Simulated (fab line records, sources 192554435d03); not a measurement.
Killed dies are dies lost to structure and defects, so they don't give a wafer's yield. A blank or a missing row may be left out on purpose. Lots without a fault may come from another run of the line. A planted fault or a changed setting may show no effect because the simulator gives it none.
Split-lot experiment | flow n5_finfet | 7 lots, 21 wafers read, on a route of 1938 steps

THE SPLIT
At N5_BEOL_M12_PEB_08 (peb time 90 s), the setting peb_time_s was moved away from the recipe's 90 s on 10 of the 21 wafers read, by -19.6% to +10.6%. The other wafers ran this setting at the recipe's value.

FROM THE SPLIT TO THE READING: what the file shows between them, 10 steps
- N5_BEOL_M12_DEVELOP_09: develop time 45 s
- N5_BEOL_M12_HARDBAKE_14: time 120 s
- N5_BEOL_M12_CD_MEAS_10: target cd 140 nm
- N5_BEOL_M12_DESCUM_15: chemistry O2, time 7.9 s
- N5_BEOL_M12_ETCH_59: etches BARC in N2/H2, target depth 89 nm, overetch 26.7 nm, time 67.9 s
- N5_BEOL_M12_VIA_ETCH_16: etches SiOC in C4F8/O2/Ar, target depth 724.8 nm
- N5_BEOL_M12_STRIP_63: strips in N2/H2
- N5_BEOL_M12_STRIP_64: strips in N2/H2
- N5_BEOL_M12_STRIP_71: strips in post etch residue remover, time 60 s
- N5_BEOL_M12_SRD_72: time 30 s, dry time 30 s

THE READING
cd_nm, in nm, at N5_BEOL_M12_CD_MEAS_17 (target cd 140 nm). Fault-free wafers of this fab line usually give 141.5 nm, standard deviation 2.3 nm.

wafer  | tool, chamber at the split | peb_time_s as run, s | against the recipe | cd_nm, nm | against lot-mates on the recipe
L074.1 | litho_track-04, 0          | 99.56                | +10.6%             | 144.5     | +2.3
L074.2 | litho_track-04, 0          | 90                   | recipe             | 142.2     | -
L074.4 | litho_track-04, 0          | 99.56                | +10.6%             | 146.0     | +3.8
L077.1 | litho_track-04, 0          | 77.08                | -14.4%             | 139.6     | -5.4
L077.5 | litho_track-04, 0          | 90                   | recipe             | 145.0     | -
L077.6 | litho_track-04, 0          | 77.08                | -14.4%             | 142.2     | -2.8
L079.1 | litho_track-03, 0          | 72.85                | -19.1%             | 135.8     | -3.8
L079.2 | litho_track-03, 0          | 90                   | recipe             | 139.5     | -
L079.3 | litho_track-03, 0          | 90                   | recipe             | 139.8     | -
L080.1 | litho_track-01, 0          | 90                   | recipe             | 141.7     | -
L080.4 | litho_track-01, 0          | 90                   | recipe             | 140.9     | -
L080.6 | litho_track-01, 0          | 90                   | recipe             | 139.9     | -
L084.2 | litho_track-01, 0          | 90                   | recipe             | 142.2     | -
L084.3 | litho_track-01, 0          | 72.32                | -19.6%             | 132.6     | -7.9
L084.6 | litho_track-01, 0          | 90                   | recipe             | 138.8     | -
L090.2 | litho_track-01, 0          | 72.79                | -19.1%             | 133.9     | -3.8
L090.4 | litho_track-01, 0          | 90                   | recipe             | 137.7     | -
L090.5 | litho_track-01, 0          | 72.79                | -19.1%             | 132.5     | -5.2
L092.1 | litho_track-04, 0          | 90                   | recipe             | 141.5     | -
L092.2 | litho_track-04, 0          | 75.03                | -16.6%             | 139.3     | -2.2
L092.3 | litho_track-04, 0          | 75.03                | -16.6%             | 140.0     | -1.5

THE FIT
A straight line over all 21 wafers: cd_nm changes by +0.277 nm for each +1% of peb_time_s; r = +0.75; the points scatter about the line by 2.5 nm.
The same after taking each lot's own level away (the mean of its wafers on the recipe; 21 wafers): +0.246 nm for each +1%; r = +0.88; scatter 1.3 nm.
On that fit, the largest move of peb_time_s shifts the reading by 4.8 nm.
The lots' own levels span 137.70 to 145.00 nm, that is 3.2 times the standard deviation above.
So the lot-to-lot level blurs the effect unless lot-mates are compared.
Check: with one of the wafers moved furthest among these (-19.6%) left out of the fit, the line predicts -4.18 nm for it against its lot-mates. It came out at -7.9 nm against them.

THE WHOLE CHAIN: every reading that the file lists as answering this split, in the file's order
step                   | what it does     | reading | change (the file's fit)               | r (the file's)
N5_BEOL_M12_CD_MEAS_10 | target cd 140 nm | cd_nm   | +0.309 nm for each +1% of the setting | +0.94
N5_BEOL_M12_CD_MEAS_17 | target cd 140 nm | cd_nm   | +0.255 nm for each +1% of the setting | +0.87

THE FILE'S OWN FIT
cd_nm changes by +0.255 nm for each +1% of peb_time_s, r = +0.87.
